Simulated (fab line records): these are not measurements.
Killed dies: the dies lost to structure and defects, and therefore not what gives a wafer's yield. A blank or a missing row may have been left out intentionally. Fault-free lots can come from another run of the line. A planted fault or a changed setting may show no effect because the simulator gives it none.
fab line records | flow n5_finfet
record: lots: 13 wafers: 36 last_day: 19
route steps=1938 shown BEOL_M10@1521 BEOL_M11@1542
lots that met no fault: from a run of the same line without faults
start_h: the number of hours between the record's first day and the start of the first shown wafer of the lot | wait_h: hours from the lot's prior step to this one | " identical to the entry in the row above | L1.1+2: a single row standing in for several wafers | - no value, or no start given | * or withheld: withheld | < > ~ a bound
route shown NAME@n: NAME is a module with steps in the file, n the number in the route of the first one | usual: mean/standard deviation taken from wafers without a fault | same: alike in all rows | chamber/n: place in a boat | sites: the reading at each site | _std_site: how widely they spread, as a standard deviation | _edge_site: mean of outer sites minus mean of inner sites | radius_mm: for every site, how far away it sits from the centre of the wafer | mask NAME#n: copy n | behind: the most recent tool/chamber to have shaped the wafer | hold: why the lot was held/for how many hours/how that ended | device: whichever transistor did not switch (one of n, p or np) | end of line: at the end of the route, the tests of the same wafers | a step without rows: its recipe alone | killed: count of dies lost to structure and defects at first sort (not the wafer's yield) | map: a wafer's dies, marking killed ones x, the rest . and places with no die _
set.NAME: the setting the step ran with; set.NAME@STEP: the setting that earlier step ran with | model.NAME: the simulator's own value behind a step, which no gauge read
a sample of lots followed through the steps of the route, with each step as a table and each wafer as a row
services: a tool's chamber out of use, with start hour (start_h, from the record's first day; less than 0 if before it), hours out, and reason
== steps ==
step: N5_BEOL_M10_CURE_72
recipe: temp_c: 370 time_s: 120 ambient: DMADMS/He material: SiCOH_lowk
usual: lamp_power_pct: 52.31/0.054 wafer_temp_C_max: 371.7/0.61
columns lot.wafer tool chamber start_h wait_h lamp_power_pct wafer_temp_C_max
L790.1 uv_cure-02 1 241.73 0.0 52.26 371.9
L790.2 " 1 " " 52.31 373.2
L790.6 " 1 " " 52.30 372.2
L792.1 uv_cure-01 1 250.57 0.0 52.31 372.6
L792.4 " 1 " " 52.34 372.1
L794.1 uv_cure-03 1 268.22 0.0 52.24 371.1
L794.6 " 1 " " 52.33 371.4
L793.1 uv_cure-02 2 268.77 0.0 52.40 371.8
L793.6 " 2 " " 52.36 370.8
L797.2 uv_cure-01 2 284.50 0.1 52.24 372.0
L797.3 " 2 " " 52.20 371.3
L797.4 " 2 " " 52.30 371.5
L796.2 uv_cure-02 1 289.10 0.1 52.40 372.4
L796.4 " 1 " " 52.33 372.0
L796.5 " 1 " " 52.28 372.4
L798.4 uv_cure-02 1 296.16 0.4 52.30 371.7
L798.5 " 1 " " 52.21 371.1
L798.6 " 1 " " 52.31 372.1
L803.1 uv_cure-03 1 322.89 0.2 52.27 371.1
L803.2 " 1 " " 52.21 370.9
L803.6 " 1 " " 52.27 370.9
L801.3 uv_cure-03 0 325.57 1.3 52.33 371.2
L801.4 " 0 " " 52.36 370.8
L801.6 " 0 " " 52.24 371.1
L804.1 uv_cure-01 0 326.23 1.6 52.35 371.7
L804.2 " 0 " " 52.35 371.5
L804.4 " 0 " " 52.25 371.3
L806.1 uv_cure-02 0 351.27 0.5 52.36 371.0
L806.3 " 0 " " 52.23 371.6
L806.4 " 0 " " 52.31 370.9
L811.2 uv_cure-03 0 379.61 0.1 52.31 371.5
L811.3 " 0 " " 52.34 371.0
L811.5 " 0 " " 52.27 371.2
L810.3 uv_cure-01 0 384.33 0.1 52.21 371.3
L810.5 " 0 " " 52.37 371.4
L810.6 " 0 " " 52.40 371.0
step: N5_BEOL_M10_DEGAS_44
recipe: ambient: vacuum temp_c: 250 time_s: 60
usual: heater_power_w: 336/34
columns lot.wafer tool chamber start_h wait_h heater_power_w
L790.1 pvd_sputter-02 - 242.59 0.8 311
L790.2 " - " " 396
L790.6 " - " " 365
L792.1 pvd_sputter-01 - 250.91 0.3 330
L792.4 " - " " 301
L794.1 pvd_sputter-03 - 268.58 0.3 337
L794.6 " - " " 346
L793.1 pvd_sputter-01 - 269.26 0.4 298
L793.6 " - " " 302
L797.2 pvd_sputter-02 - 285.09 0.5 366
L797.3 " - " " 335
L797.4 " - " " 390
L796.2 pvd_sputter-02 - 289.45 0.3 357
L796.4 " - " " 336
L796.5 " - " " 325
L798.4 pvd_sputter-01 - 297.92 1.7 303
L798.5 " - " " 368
L798.6 " - " " 310
L803.1 pvd_sputter-01 - 323.98 1.0 358
L803.2 " - " " 339
L803.6 " - " " 359
L801.3 pvd_sputter-02 - 327.25 1.5 368
L801.4 " - " " 386
L801.6 " - " " 330
L804.1 pvd_sputter-02 - 327.45 1.0 385
L804.2 " - " " 338
L804.4 " - " " 359
L806.1 pvd_sputter-02 - 351.83 0.5 350
L806.3 " - " " 344
L806.4 " - " " 396
L811.2 pvd_sputter-03 - 382.02 2.4 347
L811.3 " - " " 267
L811.5 " - " " 258
L810.3 pvd_sputter-02 - 384.71 0.3 332
L810.5 " - " " 335
L810.6 " - " " 384
step: N5_BEOL_M10_INSPECT_58
recipe: inspect_instrument: darkfield mode: post_dep
usual: raw_defect_count: 75/28
columns lot.wafer tool chamber start_h wait_h raw_defect_count
L790.1 defect_inspect-01 - 244.70 0.0 73
L790.2 " - " " 53
L790.6 " - " " 52
L792.1 defect_inspect-01 - 253.26 0.0 60
L792.4 " - " " 79
L794.1 defect_inspect-02 - 270.44 0.0 71
L794.6 " - " " 53
L793.1 defect_inspect-02 - 272.72 0.0 93
L793.6 " - " " 63
L797.2 defect_inspect-02 - 287.05 0.0 122
L797.3 " - " " 117
L797.4 " - " " 150
L796.2 defect_inspect-02 - 291.19 0.0 57
L796.4 " - " " 79
L796.5 " - " " 74
L798.4 defect_inspect-01 - 299.58 0.0 49
L798.5 " - " " 76
L798.6 " - " " 61
L803.1 defect_inspect-01 - 327.93 0.0 93
L803.2 " - " " 117
L803.6 " - " " 93
L801.3 defect_inspect-02 - 330.26 0.0 96
L801.4 " - " " 64
L801.6 " - " " 65
L804.1 defect_inspect-01 - 330.48 0.0 75
L804.2 " - " " 103
L804.4 " - " " 115
L806.1 defect_inspect-02 - 357.01 0.0 77
L806.3 " - " " 79
L806.4 " - " " 95
L811.2 defect_inspect-02 - 386.50 0.0 49
L811.3 " - " " 76
L811.5 " - " " 44
L810.3 defect_inspect-01 - 387.95 0.0 132
L810.5 " - " " 65
L810.6 " - " " 124
step: N5_BEOL_M11_COAT_60
recipe: resist: SiARC temp_c: 220 time_s: 60 spin_rpm: 1500 resist_thk_nm: 30
usual: chill_plate_temp_C: 23.02/0.12 spin_speed_rpm: 1500.0/1
columns lot.wafer tool chamber start_h wait_h chill_plate_temp_C spin_speed_rpm
L790.1 litho_track-03 0 247.30 - 22.98 1500.7
L790.2 " 0 " " 23.03 1499.9
L790.6 " 0 " " 22.99 1499.7
L792.1 litho_track-01 0 255.78 - 22.86 1500.3
L792.4 " 0 " " 23.05 1500.3
L794.1 litho_track-03 0 272.11 - 22.88 1499.2
L794.6 " 0 " " 23.08 1499.9
L793.1 litho_track-01 0 274.01 - 22.92 1498.2
L793.6 " 0 " " 22.92 1500.2
L797.2 litho_track-01 0 289.42 - 23.19 1498.9
L797.3 " 0 " " 23.26 1502.3
L797.4 " 0 " " 23.34 1501.8
L796.2 litho_track-03 0 293.53 - 23.11 1499.2
L796.4 " 0 " " 23.06 1499.0
L796.5 " 0 " " 23.05 1499.4
L798.4 litho_track-02 0 303.45 - 22.97 1502.1
L798.5 " 0 " " 23.08 1499.9
L798.6 " 0 " " 23.18 1499.6
L803.1 litho_track-03 0 330.91 - 23.05 1500.1
L803.2 " 0 " " 23.02 1497.7
L803.6 " 0 " " 23.09 1500.9
L804.1 litho_track-03 0 332.98 - 22.94 1700.9
L804.2 " 0 " " 22.98 1700.3
L804.4 " 0 " " 23.00 1702.7
L801.3 litho_track-03 0 333.16 - 23.01 1702.1
L801.4 " 0 " " 22.95 1700.9
L801.6 " 0 " " 22.98 1702.4
L806.1 litho_track-01 0 359.28 - 22.89 1499.5
L806.3 " 0 " " 22.84 1498.0
L806.4 " 0 " " 23.12 1500.7
L811.2 litho_track-02 0 387.79 - 23.01 1502.0
L811.3 " 0 " " 23.05 1498.7
L811.5 " 0 " " 23.13 1500.4
L810.3 litho_track-01 0 390.47 - 23.07 1501.4
L810.5 " 0 " " 22.96 1500.9
L810.6 " 0 " " 23.00 1500.8
== services ==
columns tool chamber start_h hours kind
uv_cure-03 - 232.20 1.1 repair
litho_track-01 - 268.00 - consumable_replace:filter
uv_cure-02 - 302.94 4.1 repair
uv_cure-02 - 309.14 21.6 repair
uv_cure-01 - 310.23 3.4 pm
uv_cure-01 - 377.99 1.2 repair
uv_cure-02 - 380.55 24.9 pm
== key ==
first_sign: step: N5_BEOL_M11_COAT_60 reading: spin_speed_rpm direction: up sigmas: 99+ usual: * struck: *
effect none on later readings
met_at N5_BEOL_M11_COAT_60
struck_lots L801,L804
not_acting_at N5_BEOL_M10_CURE_72,N5_BEOL_M10_DEGAS_44,N5_BEOL_M10_INSPECT_58
onset_between 330.91 332.98
fault: kind: process_parameter_drift tool: litho_track-03 chamber: - onset_h: 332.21 steps: N5_BEOL_M11_COAT_60 channel: spin_rpm offset: * shape: step end_h: 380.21 acts_in: * stated: *
